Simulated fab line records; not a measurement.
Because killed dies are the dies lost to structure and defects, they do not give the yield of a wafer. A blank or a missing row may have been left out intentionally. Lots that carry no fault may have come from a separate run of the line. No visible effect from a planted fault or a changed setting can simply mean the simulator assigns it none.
fab line records	flow n5-finfet
[record] lots = 5	wafers = 15	last-day = 18
route steps=1938 shown PMOS_HMC_CHANNEL_EPI@87 FIN_SAQP@90 BEOL_M15@1807
lots that met no fault: from a run of the same line without faults
start-h: hours from the record's opening day to when the first of the lot's shown wafers began	wait-h: hours elapsed since this lot's preceding step	" unchanged from the row above	L1.1+2: one row covering several wafers at once	- either no value or no given start	* or withheld: withheld	< > ~ a bound
route shown NAME@n: NAME is a module with steps in the file, n the number in the route of the first one	usual: mean/standard deviation of fault-free wafers	same: alike in all rows	chamber/n: place in a boat	sites: each site's reading	_std_site: the standard deviation of these	_edge_site: mean of outer sites minus mean of inner sites	radius-mm: how far each site lies from the wafer's centre	mask NAME#n: copy n	behind: the tool/chamber that last shaped the wafer	hold: reason for holding the lot/hours on hold/outcome of the hold	device: which transistor (n, p or np) failed to switch	end of line: the same wafers' tests at the end of the route	step lacking rows: just its recipe	killed: the dies lost at the first sort to structure and to defects; this is not the yield of the wafer	map: a wafer's dies, x killed, . not, _ none there
set.NAME: the run value of the setting; set.NAME@STEP: its run value at that earlier step	model.NAME: the simulator's own value behind a step, which no gauge read
lots at selected steps of the route; one table per step, one row per wafer
services: from which hour (start-h, from the record's first day; less than 0 if before it) a tool's chamber was out of use, for how many hours, and why
[[steps]]
[step N5_PMOS_HMC_CHANNEL_EPI_EPI_26]
[recipe] material = Si	target-thk-a = 38	temp-c = 650	precursor = SiH4/H2	pressure-torr = 20	time-s = 22.7
[step N5_PMOS_HMC_CHANNEL_EPI_INSPECT_30]
[recipe] inspect-instrument = darkfield	mode = post-epi
[usual] raw-defect-count = 19/6.2
lot.wafer	tool	chamber	start-h	wait-h	raw-defect-count
L309.1	defect-inspect-01	-	20.92	0.0	26
L309.2	"	-	"	"	24
L309.6	"	-	"	"	9
L310.1	defect-inspect-01	-	26.34	0.0	15
L310.2	"	-	"	"	22
L310.5	"	-	"	"	27
L314.4	defect-inspect-02	-	50.69	0.0	21
L314.5	"	-	"	"	27
L314.6	"	-	"	"	13
L325.3	defect-inspect-01	-	117.58	0.0	17
L325.4	"	-	"	"	20
L325.5	"	-	"	"	33
L330.1	defect-inspect-02	-	146.79	0.0	12
L330.2	"	-	"	"	15
L330.3	"	-	"	"	13
[step N5_FIN_SAQP_PRECLEAN_42]
[recipe] chemistry = O3/DIW	time-s = 60	temp-c = 22	o3-ppm = 10
[step N5_FIN_SAQP_PRECLEAN_00]
[recipe] chemistry = SC1	time-s = 60	temp-c = 55	mix = 1:2:50
[step N5_FIN_SAQP_PRECLEAN_44]
[recipe] chemistry = SC2	time-s = 45	temp-c = 35	mix = 1:1:50
[step N5_FIN_SAQP_SRD_01]
[recipe] dry = ipa-marangoni	time-s = 30	temp-c = 23	rinse-liquid = diw
[step N5_FIN_SAQP_ALD_61]
[recipe] material = SiO2	target-thk-a = 40	temp-c = 300	ald-precursor-family = BDEAS	ald-co-reactant = O2-plasma	pulse-time-s = 1	purge-time-s = 2	co-reactant-purge-time-s = 2	ald-cycles = 43	pressure-torr = 2
[step N5_FIN_SAQP_DENSIFY_62]
[recipe] temp-c = 700	time-s = 60	ambient = N2	idle-temp-c = 600	ramp-up-c-per-s = 150	ramp-down-c-per-s = 60	cool-to-c = 600
[step N5_FIN_SAQP_HM_DEP_03]
[recipe] material = SiNx	target-thk-a = 380	temp-c = 400	precursor = SiH4/NH3/N2	pressure-torr = 1.5	rf-w = 300	time-s = 33.6
[step N5_FIN_SAQP_THK_MEAS_05]
[usual] thk-nm = 37.8/0.49
lot.wafer	tool	chamber	start-h	wait-h	thk-nm
L309.1	film-metro-01	-	21.61	0.1	37.5
L309.2	"	-	"	"	37.4
L309.6	"	-	"	"	38.0
L310.1	film-metro-02	-	27.09	0.1	37.2
L310.2	"	-	"	"	37.1
L310.5	"	-	"	"	37.7
L314.4	film-metro-02	-	51.66	0.0	38.4
L314.5	"	-	"	"	37.9
L314.6	"	-	"	"	38.4
L325.3	film-metro-02	-	118.25	0.1	38.0
L325.4	"	-	"	"	38.4
L325.5	"	-	"	"	37.9
L330.1	film-metro-01	-	147.61	0.1	37.2
L330.2	"	-	"	"	36.9
L330.3	"	-	"	"	38.0
[step N5_FIN_SAQP_PECVD_47]
[recipe] material = a-Si	target-thk-a = 450	temp-c = 400	precursor = SiH4/He	pressure-torr = 3	rf-w = 100	time-s = 36.3
[step N5_FIN_SAQP_PECVD_48]
[recipe] material = SiNx	target-thk-a = 250	temp-c = 400	precursor = SiH4/NH3/N2	pressure-torr = 1.5	rf-w = 300	time-s = 22.1
[usual] chamber-pressure-Torr = 1.500/0.0032	heater-power-w = 751/93	rf-fwd-power-W = 297.0/1.3	showerhead-plenum-p-Torr = 5.14/0.065	throttle-valve-pct = 39.2/1.5
lot.wafer	tool	chamber	start-h	wait-h	chamber-pressure-Torr	heater-power-w	rf-fwd-power-W	showerhead-plenum-p-Torr	throttle-valve-pct
L309.1	pecvd-02	1	21.70	0.0	1.499	871	297.6	5.11	40.9
L309.2	"	0	"	"	1.499	639	296.5	5.15	39.2
L309.6	"	1	"	"	1.499	857	297.9	5.10	40.7
L310.1	pecvd-02	0	27.17	0.0	1.497	619	295.8	5.14	39.4
L310.2	"	2	"	"	1.494	721	298.3	5.21	37.4
L310.5	"	0	"	"	1.501	605	295.3	5.17	39.5
L314.4	pecvd-03	2	51.76	0.0	1.503	663	297.0	5.22	37.5
L314.5	"	1	"	"	1.500	791	298.4	5.13	41.6
L314.6	"	0	"	"	1.503	759	297.5	5.06	39.0
L325.3	pecvd-03	1	118.33	0.0	1.500	795	296.9	5.15	41.6
L325.4	"	2	"	"	1.503	693	297.9	5.21	37.3
L325.5	"	1	"	"	1.501	788	296.1	5.13	41.7
L330.1	pecvd-02	0	147.69	0.0	1.499	728	297.4	5.15	39.3
L330.2	"	2	"	"	1.500	681	298.4	5.21	37.9
L330.3	"	1	"	"	1.500	886	297.9	5.12	40.9
[step N5_FIN_SAQP_PECVD_06]
[recipe] material = a-Si	target-thk-a = 600	temp-c = 400	precursor = SiH4/He	pressure-torr = 3	rf-w = 100	time-s = 48.1
[usual] chamber-pressure-Torr = 2.999/0.0068	heater-power-w = 825/100	rf-fwd-power-W = 99.4/0.4	showerhead-plenum-p-Torr = 5.67/0.049	throttle-valve-pct = 17.9/0.65
lot.wafer	tool	chamber	start-h	wait-h	chamber-pressure-Torr	heater-power-w	rf-fwd-power-W	showerhead-plenum-p-Torr	throttle-valve-pct
L309.1	pecvd-02	1	21.76	0.0	3.000	886	99.8	5.64	18.7
L309.2	"	0	"	"	2.995	796	99.7	5.70	18.0
L309.6	"	1	"	"	3.002	917	99.9	5.64	18.6
L310.1	pecvd-02	0	27.21	0.0	2.985	770	98.8	5.69	18.2
L310.2	"	2	"	"	3.005	816	100.4	5.71	17.2
L310.5	"	0	"	"	2.986	783	99.2	5.67	17.5
L314.4	pecvd-03	2	51.81	0.0	2.995	691	99.5	5.72	16.9
L314.5	"	1	"	"	2.993	885	99.5	5.67	19.0
L314.6	"	0	"	"	3.006	842	100.2	5.61	17.8
L325.3	pecvd-03	1	118.37	0.0	2.993	851	99.5	5.67	19.0
L325.4	"	2	"	"	2.996	768	99.2	5.72	17.3
L325.5	"	1	"	"	2.991	833	99.6	5.66	19.0
L330.1	pecvd-02	0	147.73	0.0	2.993	764	98.9	5.68	18.2
L330.2	"	2	"	"	3.008	695	99.7	5.70	17.3
L330.3	"	1	"	"	2.986	806	99.0	5.64	18.5
[step N5_FIN_SAQP_THK_MEAS_07]
[usual] thk-nm = 60.0/0.66
lot.wafer	tool	chamber	start-h	wait-h	thk-nm
L309.1	film-metro-01	-	21.88	0.1	59.4
L309.2	"	-	"	"	58.8
L309.6	"	-	"	"	60.0
L310.1	film-metro-02	-	27.30	0.1	59.9
L310.2	"	-	"	"	60.5
L310.5	"	-	"	"	60.3
L314.4	film-metro-01	-	51.87	0.0	60.8
L314.5	"	-	"	"	60.9
L314.6	"	-	"	"	60.4
L325.3	film-metro-01	-	118.46	0.1	60.4
L325.4	"	-	"	"	60.5
L325.5	"	-	"	"	60.8
L330.1	film-metro-01	-	147.82	0.1	59.5
L330.2	"	-	"	"	59.0
L330.3	"	-	"	"	59.4
[step N5_FIN_SAQP_HM_DEP_72]
[recipe] material = SiO2	target-thk-a = 120	temp-c = 400	precursor = SiH4/N2O	pressure-torr = 0.75	rf-w = 275	time-s = 7.2
[step N5_FIN_SAQP_COAT_49]
[recipe] resist = SOC	temp-c = 250	time-s = 60	spin-rpm = 1500	resist-thk-nm = 100
[step N5_FIN_SAQP_COAT_50]
[recipe] resist = SiARC	temp-c = 220	time-s = 60	spin-rpm = 1500	resist-thk-nm = 35
[step N5_FIN_SAQP_COAT_10]
[recipe] resist = CAR-ArF	spin-rpm = 1500	resist-thk-nm = 90
[step N5_FIN_SAQP_EBR_12]
[recipe] solvent = PGMEA	ebr-width-mm = 1.5
[step N5_FIN_SAQP_SOFTBAKE_11]
[recipe] temp-c = 110	time-s = 60	resist = CAR-ArF
[step N5_FIN_SAQP_EXPOSE_13]
[recipe] mask-id = FIN_CORE	na = 1.35	source-shape = dipole	sigma-inner = 0.538	sigma-outer = 0.738	polarization = te	target-cd-nm = 35.6	dose-mj = 63.25
[step N5_FIN_SAQP_PEB_14]
[recipe] peb-temp-c = withheld	peb-time-s = 60	resist = CAR-ArF
[step N5_FIN_SAQP_DEVELOP_15]
[recipe] develop-time-s = 30	developer = TMAH	resist = CAR-ArF	dev-temp-c = 23	rinse-liquid = diw	dry = air-spin
[step N5_FIN_SAQP_CD_MEAS_16]
[recipe] target-cd-nm = 35.6	landing-energy-ev = 500	detector = se-inlens
[usual] cd-nm = 35.8/0.33
lot.wafer	tool	chamber	start-h	wait-h	cd-nm
L309.1	cd-sem-01	0	22.39	-	35.8
L309.2	"	0	"	"	35.9
L309.6	"	0	"	"	35.4
L310.1	cd-sem-02	0	27.78	-	35.3
L310.2	"	0	"	"	35.5
L310.5	"	0	"	"	35.6
L314.4	cd-sem-03	0	52.24	-	36.4
L314.5	"	0	"	"	36.0
L314.6	"	0	"	"	36.0
L325.3	cd-sem-03	0	118.97	-	35.3
L325.4	"	0	"	"	35.8
L325.5	"	0	"	"	35.0
L330.1	cd-sem-02	0	148.18	-	35.9
L330.2	"	0	"	"	35.7
L330.3	"	0	"	"	35.8
[step N5_FIN_SAQP_OVL_MEAS_17]
[recipe] points-per-wafer = 44
[usual] FIN_CORE_OVL = -0.3/0.78
lot.wafer	tool	chamber	start-h	wait-h	FIN_CORE_OVL[nm]
L309.1	overlay-02	0	22.43	0.0	-1.2
L309.2	"	0	"	"	0.1
L309.6	"	0	"	"	-0.8
L310.1	overlay-01	0	27.82	0.0	-0.4
L310.2	"	0	"	"	-0.4
L310.5	"	0	"	"	-0.8
L314.4	overlay-02	0	52.27	0.0	0.3
L314.5	"	0	"	"	-2.0
L314.6	"	0	"	"	1.1
L325.3	overlay-01	0	119.01	0.0	0.4
L325.4	"	0	"	"	0.6
L325.5	"	0	"	"	0.2
L330.1	overlay-02	0	148.22	0.0	0.5
L330.2	"	0	"	"	0.2
L330.3	"	0	"	"	1.1
[step N5_FIN_SAQP_INSPECT_18]
[recipe] mode = adi	inspect-instrument = brightfield
[usual] raw-defect-count = 431/110
lot.wafer	tool	chamber	start-h	wait-h	raw-defect-count
L309.1	defect-inspect-01	-	22.46	0.0	544
L309.2	"	-	"	"	515
L309.6	"	-	"	"	480
L310.1	defect-inspect-02	-	27.84	0.0	359
L310.2	"	-	"	"	416
L310.5	"	-	"	"	249
L314.4	defect-inspect-02	-	52.29	0.0	406
L314.5	"	-	"	"	393
L314.6	"	-	"	"	324
L325.3	defect-inspect-01	-	119.03	0.0	535
L325.4	"	-	"	"	587
L325.5	"	-	"	"	297
L330.1	defect-inspect-01	-	148.24	0.0	290
L330.2	"	-	"	"	441
L330.3	"	-	"	"	500
[step N5_FIN_SAQP_DESCUM_21]
[recipe] chemistry = O2	time-s = 7.9	source-power-w = 50	bias-power-w = 20	pressure-mtorr = 20	rf-frequency-hz = 2.712e+07	temp-c = 40	resist = CAR-ArF	o2-flow-sccm = 225
[step N5_FIN_SAQP_ETCH_51]
[recipe] chemistry = CF4	target = SiARC	target-depth-a = 455	mask-material = CAR-ArF	time-s = 75.8	ion-energy-ev = 80	pressure-mtorr = 40	source-w = 545	bias-w = 36	Ar_flow_sccm = 100	cf4-flow-sccm = 100	ends = cleared
[usual] drypump-motor-current-A = 5.7/0.46	etch-rf-on-time-s = 75.8/2.2	oes-product-au = 0.66/0.079	rf-fwd-power-W = 540.4/2.2	rf-vpp-V = 183.8/1	showerhead-plenum-p-Torr = 2.11/0.042	throttle-valve-pct = 15.6/0.3
lot.wafer	tool	chamber	start-h	wait-h	drypump-motor-current-A	etch-rf-on-time-s	oes-product-au	rf-fwd-power-W	rf-hours-counter-h	rf-vpp-V	showerhead-plenum-p-Torr	throttle-valve-pct
L309.1	rie-diel-06	0	22.66	0.0	5.8	74.6	0.73	537.6	62	184.6	2.09	15.3
L309.2	"	3	"	"	6.0	76.1	0.61	541.1	173	183.5	2.13	15.9
L309.6	"	1	"	"	5.8	72.7	0.64	538.6	-	184.6	2.14	15.7
L310.1	rie-diel-01	0	27.92	0.0	4.8	73.1	0.64	542.3	173	184.9	2.15	16.0
L310.2	"	2	"	"	5.8	80.9	0.57	541.2	236	184.2	2.11	15.9
L310.5	"	3	"	"	6.1	74.9	0.79	541.7	-	185.3	2.10	15.1
L314.4	rie-diel-06	1	52.44	0.0	5.7	72.9	0.62	540.8	178	185.5	2.13	15.8
L314.5	"	0	"	"	5.7	75.4	0.72	541.0	-	183.8	2.09	15.3
L314.6	"	1	"	"	5.8	72.5	0.63	541.2	-	184.0	2.13	15.8
L325.3	rie-diel-06	2	119.10	0.0	4.9	73.6	0.80	542.9	27	184.9	2.17	15.6
L325.4	"	1	"	"	5.7	73.6	0.61	540.0	199	183.8	2.13	15.8
L325.5	"	1	"	"	5.7	73.5	0.61	541.3	-	183.4	2.13	15.8
L330.1	rie-diel-01	0	148.31	0.0	4.8	74.0	0.59	538.6	219	183.5	2.13	16.1
L330.2	"	1	"	"	6.3	78.1	0.58	542.1	244	183.6	2.10	15.8
L330.3	"	3	"	"	6.1	74.3	0.73	539.3	64	183.5	2.08	15.1
[step N5_FIN_SAQP_ETCH_52]
[recipe] chemistry = N2/H2	target = SOC	target-depth-a = 1000	overetch-a = 200	mask-material = SiARC	temp-c = 40	time-s = 150	ion-energy-ev = 200	pressure-mtorr = 30	source-w = 840	bias-w = 150	n2-flow-sccm = 200	h2-flow-sccm = 200	ends = end-point
[usual] drypump-motor-current-A = 5.7/0.46	oes-product-au = 0.69/0.078	rf-fwd-power-W = 836.9/2.6	rf-vpp-V = 523.1/1.7	showerhead-plenum-p-Torr = 2.50/0.054	throttle-valve-pct = 17.83/0.28
lot.wafer	tool	chamber	start-h	wait-h	drypump-motor-current-A	oes-product-au	rf-fwd-power-W	rf-hours-counter-h	rf-vpp-V	showerhead-plenum-p-Torr	throttle-valve-pct
L309.1	rie-diel-06	0	22.72	0.0	5.7	0.76	841.3	62	521.9	2.46	17.34
L309.2	"	3	"	"	6.0	0.64	839.1	173	523.6	2.53	18.07
L309.6	"	1	"	"	5.8	0.64	840.2	-	524.0	2.52	17.83
L310.1	rie-diel-01	0	27.98	0.0	4.9	0.65	833.6	173	524.1	2.53	18.10
L310.2	"	2	"	"	5.8	0.61	836.1	236	523.0	2.49	17.98
L310.5	"	3	"	"	6.1	0.81	834.3	-	522.4	2.49	17.32
L314.4	rie-diel-06	1	52.50	0.0	5.7	0.64	831.3	178	525.4	2.51	17.85
L314.5	"	0	"	"	5.8	0.74	838.5	-	522.2	2.46	17.36
L314.6	"	1	"	"	5.7	0.64	835.8	-	522.5	2.51	17.86
L325.3	rie-diel-06	2	119.15	0.0	4.9	0.82	837.8	27	523.5	2.60	18.02
L325.4	"	1	"	"	5.8	0.63	836.9	199	523.3	2.50	17.88
L325.5	"	1	"	"	5.8	0.62	839.4	-	524.3	2.50	17.89
L330.1	rie-diel-01	0	148.37	0.0	4.8	0.62	837.5	219	523.3	2.51	18.15
L330.2	"	1	"	"	6.4	0.61	839.1	244	521.6	2.48	17.87
L330.3	"	3	"	"	6.1	0.75	835.2	64	521.7	2.47	17.39
[step N5_FIN_SAQP_STRIP_53]
[recipe] chemistry = N2/H2	temp-c = 40	n2-flow-sccm = 200	h2-flow-sccm = 200	rf-frequency-hz = 6e+07
[step N5_FIN_SAQP_HM_OPEN_73]
[recipe] chemistry = CHF3/O2	target = SiO2	stop-on = a-Si	target-depth-a = 120	over-etch-frac = 1.8	mask-material = SOC	time-s = 16.8	pressure-mtorr = 30	source-w = 650	bias-w = 170	Ar_flow_sccm = 200	CHF3_flow_sccm = 50	O2_flow_sccm = 5	ion-energy-ev = 200	ends = end-point
[step N5_FIN_SAQP_STRIP_74]
[recipe] chemistry = CHF3/O2	resist = SiARC	rf-frequency-hz = 6e+07
[step N5_FIN_SAQP_MANDREL_ETCH_22]
[recipe] target-depth-a = 600	chemistry = HBr/Cl2	target = a-Si	stop-on = SiNx	bt-time-s = 10	over-etch-frac = 0.5	time-s = 30	pressure-mtorr = 10	icp-w = 800	bias-w = 75	HBr_flow_sccm = 150	Cl2_flow_sccm = 80	ends = end-point
[step N5_FIN_SAQP_STRIP_55]
[recipe] chemistry = N2/H2	power-w = 500	temp-c = 40	pressure-mtorr = 50	rf-frequency-hz = 6e+07	overash-fraction = 0.3	bias-power-w = 28	h2-frac = 0.5	n2-flow-sccm = 300	h2-flow-sccm = 300
[usual] drypump-motor-current-A = 5.7/0.43	oes-product-au = 0.78/0.099	rf-vpp-V = 121.7/1.5	showerhead-plenum-p-Torr = 3.31/0.077	throttle-valve-pct = 18.9/0.35
lot.wafer	tool	chamber	start-h	wait-h	drypump-motor-current-A	oes-product-au	rf-hours-counter-h	rf-vpp-V	showerhead-plenum-p-Torr	throttle-valve-pct
L309.1	rie-diel-06	3	23.01	0.1	6.0	0.70	173	124.1	3.34	19.2
L309.2	"	0	"	"	5.8	0.85	62	120.0	3.26	18.3
L309.6	"	3	"	"	6.0	0.71	-	121.9	3.34	19.2
L310.1	rie-diel-01	2	28.27	0.1	5.8	0.67	236	123.6	3.29	18.9
L310.2	"	3	"	"	6.1	0.91	21	123.1	3.29	18.3
L310.5	"	0	"	"	4.9	0.72	-	124.0	3.34	19.1
L314.4	rie-diel-03	2	52.80	0.1	5.8	0.72	212	117.0	3.20	19.0
L314.5	"	1	"	"	5.9	0.68	-	121.7	3.45	18.6
L314.6	"	2	"	"	5.8	0.72	-	122.3	3.20	19.0
L325.3	rie-diel-01	1	119.44	0.1	6.4	0.69	231	122.9	3.28	18.7
L325.4	"	2	"	"	5.8	0.95	8	119.7	3.28	18.6
L325.5	"	2	"	"	5.8	0.95	-	119.6	3.28	18.6
L330.1	rie-diel-03	1	148.66	0.1	5.9	0.95	10	122.1	3.43	18.2
L330.2	"	2	"	"	5.8	0.69	248	120.6	3.18	19.1
L330.3	"	0	"	"	5.2	0.71	181	121.6	3.23	19.2
[step N5_FIN_SAQP_STRIP_23]
[recipe] chemistry = SPM	time-s = 750	temp-c = 130	h2so4-h2o2-vol-ratio = 4
[step N5_FIN_SAQP_SRD_66]
[recipe] dry = ipa-marangoni	time-s = 30	temp-c = 23	rinse-liquid = diw
[step N5_FIN_SAQP_RECESS_75]
[recipe] chemistry = HF/NH3	target = SiO2	target-depth-a = 144	afs-cycles = 3	temp-c = 30	sublimation-temp-c = 180	sublimation-time-s = 60
[step N5_FIN_SAQP_SPACER1_ALD_24]
[recipe] material = SiO2	target-thk-a = 203	temp-c = 300	ald-precursor-family = BDEAS	ald-co-reactant = O2-plasma	pulse-time-s = 1	purge-time-s = 2	co-reactant-purge-time-s = 2	ald-cycles = 218	pressure-torr = 2
[step N5_FIN_SAQP_SPACER1_ETCHBACK_25]
[recipe] chemistry = CHF3/O2	mode = anisotropic-etchback	target = SiO2	target-depth-a = 244	time-s = 12.2	pressure-mtorr = 30	source-w = 650	bias-w = 170	Ar_flow_sccm = 200	CHF3_flow_sccm = 50	O2_flow_sccm = 5	ion-energy-ev = 200
[step N5_FIN_SAQP_MANDREL1_REMOVE_56]
[recipe] chemistry = HBr/Cl2/O2	bt-time-s = 10	target = a-Si	stop-on = SiNx	endpoint = OES-SiCl	over-etch-frac = 1	icp-w = 600	bias-w = 22	HBr_flow_sccm = 150	Cl2_flow_sccm = 80	O2_flow_sccm = 5	pressure-mtorr = 10
[usual] HBr_flow_sccm = 150.0/0.46	drypump-motor-current-A = 5.6/0.41	oes-product-au = 1.000/0.019	rf-fwd-power-W = 597.0/1.9	throttle-valve-pct = 36.9/0.4
lot.wafer	tool	chamber	start-h	wait-h	HBr_flow_sccm	drypump-motor-current-A	oes-product-au	rf-fwd-power-W	rf-hours-counter-h	throttle-valve-pct
L309.1	rie-si-03	0	24.90	0.1	150.3	5.7	0.972	597.6	110	36.4
L309.2	"	3	"	"	150.3	5.8	1.001	591.6	129	37.2
L309.6	"	1	"	"	149.9	5.8	1.019	597.4	-	37.3
L310.1	rie-si-03	3	30.29	0.1	150.7	5.8	0.986	596.7	129	37.1
L310.2	"	1	"	"	150.2	5.8	1.016	597.2	103	37.3
L310.5	"	0	"	"	150.7	5.7	0.961	598.6	-	36.4
L314.4	rie-si-04	0	54.35	0.1	149.7	5.0	1.001	596.1	3	36.5
L314.5	"	3	"	"	150.6	5.2	1.018	600.0	-	36.6
L314.6	"	2	"	"	149.6	5.0	1.020	597.6	-	37.1
L325.3	rie-si-04	2	120.96	0.1	150.6	5.0	1.017	597.5	143	37.1
L325.4	"	0	"	"	149.8	5.0	1.002	596.4	4	36.5
L325.5	"	1	"	"	150.4	5.2	1.019	595.5	-	36.6
L330.1	rie-si-04	1	151.05	0.1	149.8	5.2	1.024	597.8	56	36.6
L330.2	"	2	"	"	149.8	5.0	1.010	596.7	143	37.1
L330.3	"	0	"	"	150.5	5.0	1.001	597.1	5	36.6
[step N5_FIN_SAQP_CD_MEAS_27]
[recipe] target-cd-nm = 20	landing-energy-ev = 1000	detector = se-inlens	polarity = line
[usual] cd-nm = 20.32/0.25
lot.wafer	tool	chamber	start-h	wait-h	cd-nm
L309.1	cd-sem-02	0	25.01	0.1	20.49
L309.2	"	0	"	"	20.09
L309.6	"	0	"	"	20.34
L310.1	cd-sem-01	0	30.40	0.1	20.48
L310.2	"	0	"	"	20.39
L310.5	"	0	"	"	19.95
L314.4	cd-sem-03	0	54.46	0.1	20.04
L314.5	"	0	"	"	20.16
L314.6	"	0	"	"	20.41
L325.3	cd-sem-01	0	121.07	0.1	20.46
L325.4	"	0	"	"	20.32
L325.5	"	0	"	"	20.67
L330.1	cd-sem-03	0	151.16	0.1	20.27
L330.2	"	0	"	"	20.39
L330.3	"	0	"	"	20.74
[step N5_BEOL_M15_DESCUM_33]
[recipe] chemistry = O2	time-s = 7.9	source-power-w = 50	bias-power-w = 20	pressure-mtorr = 20	rf-frequency-hz = 2.712e+07	temp-c = 40	o2-flow-sccm = 225
[usual] drypump-motor-current-A = 5.6/0.32	oes-product-au = 0.79/0.088	rf-fwd-power-W = 49.40/0.24	rf-vpp-V = 243.3/1.4	showerhead-plenum-p-Torr = 2.09/0.069	throttle-valve-pct = 20.35/0.23
lot.wafer	tool	chamber	start-h	wait-h	drypump-motor-current-A	oes-product-au	rf-fwd-power-W	rf-hours-counter-h	rf-vpp-V	showerhead-plenum-p-Torr	throttle-valve-pct	model.BEOL_M15.cd-nm
L309.1	rie-diel-05	1	293.17	0.0	5.1	0.82	49.63	66	242.8	2.13	20.28	407
L309.2	"	0	"	"	5.3	0.72	49.34	199	244.1	2.05	20.25	406
L309.6	"	1	"	"	5.1	0.82	49.70	-	242.9	2.13	20.28	407.2
L310.1	rie-diel-02	2	297.22	0.0	5.7	0.91	49.44	21	245.2	2.13	20.03	409.2
L310.2	"	0	"	"	5.3	0.70	49.85	216	240.9	1.99	20.54	407.6
L310.5	"	2	"	"	5.7	0.91	49.41	-	244.1	2.13	20.04	408.4
L314.4	rie-diel-04	2	301.36	0.6	5.7	0.91	49.41	-	242.5	2.04	20.01	406.4
L314.5	"	0	"	"	5.7	0.70	49.37	-	242.5	2.07	20.89	405.8
L314.6	"	1	"	"	5.9	0.71	49.29	-	245.3	2.14	20.27	404.8
L325.3	rie-diel-04	1	377.82	0.3	6.0	0.70	49.50	231	244.1	2.13	20.32	408.6
L325.4	"	3	"	"	5.5	0.92	48.82	18	244.7	2.23	20.57	405.6
L325.5	"	1	"	"	5.9	0.69	49.45	-	244.1	2.13	20.32	406.4
L330.1	rie-diel-04	3	403.57	0.4	5.5	0.90	48.90	28	244.9	2.23	20.59	408.8
L330.2	"	1	"	"	5.9	0.68	49.44	241	243.3	2.13	20.31	409.6
L330.3	"	2	"	"	5.8	0.85	49.33	58	241.8	2.03	20.07	409.4
[[services]]
tool	chamber	start-h	hours	kind
rie-diel-06	3	-1.75	16.5	repair
pecvd-02	2	13.14	5.9	repair
rie-diel-01	-	36.51	0.7	repair
rie-diel-06	0	76.12	3.5	repair
pecvd-03	0	80.54	13.8	repair
pecvd-03	1	94.01	14.0	repair
pecvd-03	0	96.23	7.6	repair
pecvd-02	1	114.80	17.8	repair
rie-diel-06	2	127.22	13.3	repair
rie-diel-04	3	129.24	4.7	repair
rie-diel-01	3	129.40	7.0	repair
pecvd-03	-	143.45	0.3	repair
rie-diel-06	1	153.08	4.2	repair
pecvd-03	-	154.35	1.2	repair
pecvd-03	-	203.07	0.6	repair
pecvd-02	-	213.43	0.8	repair
rie-diel-06	1	214.36	13.2	repair
pecvd-03	2	241.42	8.2	repair
pecvd-02	1	295.80	5.9	repair
rie-diel-01	2	306.55	1.8	repair
rie-diel-01	-	317.64	2.8	pm
pecvd-03	-	352.80	0.8	pm
rie-diel-01	-	365.55	15.6	pm
pecvd-03	-	397.30	2.8	pm
[[key]]
first-sign none at tools or gauges
[model-effect] step = N5_BEOL_M15_DESCUM_33	value = BEOL_M15.cd-nm	without = 410.3	struck = 407.5
met-at N5_FIN_SAQP_PECVD_48
struck-wafers L325.3,L325.5
sort-left-out L325.3,L325.5
tester-left-out L325
[loop-trim] step = N5_BEOL_M15_EXPOSE_25	setting = dose	lots = L325
onset-between 51.76 118.33
[fault] kind = site-profile-drift	tool = pecvd-03	chamber = 1	onset-h = 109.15	steps = N5_FIN_SAQP_PECVD_48	basis = fraction	max-abs-drift = 0.2323	slope-share-per-hr = 51.623	site-pattern = 0,0,0,0,0,-1,-1,-1,-1
// tester-left-out: of these lots the tester's yield and bins aren't shown, on N5 and GAA mostly nor the transistor test; their killed dies are dies lost to structure and defects alone, not to doping, threshold or leakage, so they don't give the yield
// sort-left-out: the simulated sort isn't trusted on such a fault, so these wafers' sort isn't shown, and their yield isn't known
// loop-trim: a control loop set the setting to another value than it would have without faults
